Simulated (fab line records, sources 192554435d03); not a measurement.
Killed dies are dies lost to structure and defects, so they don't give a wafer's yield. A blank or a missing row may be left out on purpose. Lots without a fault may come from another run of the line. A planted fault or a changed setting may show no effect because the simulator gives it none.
Chamber matching | flow n5_finfet | N5_BEOL_M5_ETCH_72 on rie_diel-02: 4 sister chambers
The step etches underlayer in N2/H2, target depth 6.5 nm, time 5.2 s. 8 wafers are shown with their chamber, then 12 later ones without.

WAFERS WITH THEIR CHAMBER
wafer  | chamber | showerhead_plenum_p_Torr (Torr) | drypump_motor_current_A (A)
L083.5 | 2       | 2.51                            | 5.6
L089.1 | 2       | 2.51                            | 5.7
L093.1 | 1       | 2.62                            | 5.6
L093.2 | 3       | 2.69                            | 5.1
L093.4 | 0       | 2.48                            | 5.8
L094.1 | 1       | 2.62                            | 5.6
L094.2 | 0       | 2.47                            | 5.8
L094.3 | 3       | 2.68                            | 5.1

WAFERS WITHOUT THEIR CHAMBER
wafer  | showerhead_plenum_p_Torr (Torr) | drypump_motor_current_A (A)
L095.1 | 2.50                            | 5.6
L095.2 | 2.68                            | 5.0
L095.3 | 2.47                            | 5.8
L095.4 | 2.62                            | 5.6
L095.5 | 2.62                            | 5.6
L095.6 | 2.47                            | 5.8
L096.3 | 2.50                            | 5.6
L096.5 | 2.47                            | 5.8
L096.6 | 2.68                            | 5.1
L097.1 | 2.47                            | 5.8
L097.5 | 2.62                            | 5.6
L097.6 | 2.47                            | 5.8

WHICH CHAMBER EACH WENT THROUGH
wafer  | from the rows above | in truth
L095.1 | 2                   | 2
L095.2 | 3                   | 3
L095.3 | 0                   | 0
L095.4 | 1                   | 1
L095.5 | 1                   | 1
L095.6 | 0                   | 0
L096.3 | 2                   | 2
L096.5 | 0                   | 0
L096.6 | 3                   | 3
L097.1 | 0                   | 0
L097.5 | 1                   | 1
L097.6 | 0                   | 0
Placed correctly: 12 of 12. Can't be placed from these rows: 0. Placed wrongly: 0.
How it was worked out, from the rows above alone: a wafer's distance from a chamber is the root of the sum, over the readings, of the square of ((its reading less the chamber's mean) divided by the reading's scatter). The wafer belongs to the nearest chamber; if the next one is less than 2 further off, it can't be placed. A chamber's mean is the mean of its shown wafers. The scatter: the root of (the sum of the squares of (reading less its chamber's mean) over the shown wafers, divided by (wafers less chambers)).
